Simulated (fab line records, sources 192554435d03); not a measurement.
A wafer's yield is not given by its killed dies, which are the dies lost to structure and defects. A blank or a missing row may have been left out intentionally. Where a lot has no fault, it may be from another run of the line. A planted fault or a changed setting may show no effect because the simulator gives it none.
A struck lot beside a sound one | flow n5_finfet | 15 steps out of a route of 1938
Sound: these wafers, L270.2, L270.4, L270.6. Struck: wafer L265.6 (left out: L265.5, a lot-mate that was not struck); the cause follows at the end.
Each step with rows lists, per side, the tool, then ch with its chambers, then its first start. Under that, the readings that differ: sound wafers | struck wafers | difference of the means | sigmas: that difference in standard deviations of wafers without a fault.
alike: readings with means less than 2 such deviations apart, plus words and numbers identical on both sides. not compared: withheld readings, readings lacking a value on some wafer, bounds such as >300 that could conceal the same value, and numbers that have no deviation in the record and whose values overlap.
Wherever a step has rows on one side only, a row that says differs or no value, or a row with sigmas, the two part there. When numbers do not overlap yet have no deviation, they are printed without sigmas and do not part them. A reading that every wafer of one side lacks parts them only if that side has two wafers or more.

N5_FIN_SAQP_HM_OPEN_73: chemistry CHF3/O2, target SiO2, stops on a-Si, target depth 12 nm, time 16.8 s.
  sound on rie_diel-06 ch 0,1,3, day 6 04:38; struck on rie_diel-06 ch 3, day 4 22:28
  alike: bias_w, drypump_motor_current_A, oes_product_au, rf_vpp_V, showerhead_plenum_p_Torr, throttle_valve_pct
  not compared: rf_hours_counter_h
then, 1 step without rows for these wafers: N5_FIN_SAQP_STRIP_74 (strips in CHF3/O2).
N5_FIN_SAQP_MANDREL_ETCH_22: etches a-Si in HBr/Cl2, stops on SiNx, target depth 60 nm, bt time 10 s, time 30 s.
  sound on rie_si-04 ch 0,1,3, day 6 04:44; struck on rie_si-03 ch 1, day 4 22:34
  alike: bias_w, drypump_motor_current_A, mfc_cl2_sccm, oes_product_au, throttle_valve_pct
  not compared: rf_hours_counter_h
then, 3 steps without rows for these wafers: N5_FIN_SAQP_STRIP_55 (strips in N2/H2); N5_FIN_SAQP_STRIP_23 (strips in SPM, time 750 s); N5_FIN_SAQP_SRD_66 (time 30 s).
N5_FIN_SAQP_RECESS_75: chemistry HF/NH3, target SiO2, target depth 14.4 nm, afs cycles 3, sublimation time 60 s.
  sound on vapor_etch-02 ch 0,1, day 6 05:09; struck on vapor_etch-01 ch 1, day 4 23:13
  alike: drypump_motor_current_A, sublimation_temp_c
then, 3 steps without rows for these wafers: N5_FIN_SAQP_SPACER1_ALD_24 (deposits SiO2, target thk 20.3 nm, pulse time 1 s, purge time 2 s); N5_FIN_SAQP_SPACER1_ETCHBACK_25 (etches SiO2 in CHF3/O2, target depth 24.4 nm, time 12.2 s); N5_FIN_SAQP_MANDREL1_REMOVE_56 (chemistry HBr/Cl2/O2, target a-Si, stops on SiNx, bt time 10 s).
N5_FIN_SAQP_CD_MEAS_27: the cd target is 20 nm.
  sound on cd_sem-02 ch 0, day 6 06:27; struck on cd_sem-02 ch 0, day 5 01:56
  alike: cd_nm
N5_FIN_SAQP_ETCH_57: etches SiNx in CH3F/O2, target depth 32.5 nm, time 46.4 s.
  sound on rie_diel-03 ch 0,3, day 6 06:30; struck on rie_diel-02 ch 3, day 5 02:01
  alike: bias_w, drypump_motor_current_A, etch_rf_on_time_s, oes_product_au, rf_vpp_V, showerhead_plenum_p_Torr, throttle_valve_pct
  not compared: rf_hours_counter_h
N5_FIN_SAQP_ETCH_65: etches SiO2 in CF4, target depth 4 nm, time 4.4 s.
  sound on rie_si-03 ch 1,2,3, day 6 06:36; struck on rie_si-04 ch 2, day 5 02:05
  reading                  | sound             | struck | difference | sigmas
  oes_product_au (a.u.)    | 1.034 0.959 0.992 | 1.314  | +0.319     | +15
  model.etch.depth_nm (nm) | 4.167 3.831 3.97  | 5.975  | +1.986     |
  alike: bias_w, drypump_motor_current_A, throttle_valve_pct
  not compared: rf_hours_counter_h
N5_FIN_SAQP_MANDREL_ETCH_58: etches a-Si in HBr/Cl2, stops on SiNx, target depth 45 nm, bt time 10 s, time 27 s.
  sound on rie_si-03 ch 1,2,3, day 6 06:38; struck on rie_si-04 ch 2, day 5 02:08
  alike: bias_w, drypump_motor_current_A, mfc_cl2_sccm, oes_product_au, throttle_valve_pct
  not compared: rf_hours_counter_h
-- the record jumps here: 10 days lie between the struck wafers' starts before and after (it left off in module FIN_SAQP and takes up again in module PASSIVATION, whose first step shown is number 1936 of the route) --
N5_PASSIVATION_PROBE_49:
  rows exist in the record for the struck wafers here (prober-01, day 15 10:52), but not for the sound ones

## WHERE THEY PART
First at N5_FIN_SAQP_ETCH_65; last, within this record, at N5_PASSIVATION_PROBE_49.

WHY: what the simulator had put in
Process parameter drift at N5_FIN_SAQP_ETCH_65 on rie_si-04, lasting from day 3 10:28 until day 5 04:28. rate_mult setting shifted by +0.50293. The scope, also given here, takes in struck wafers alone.
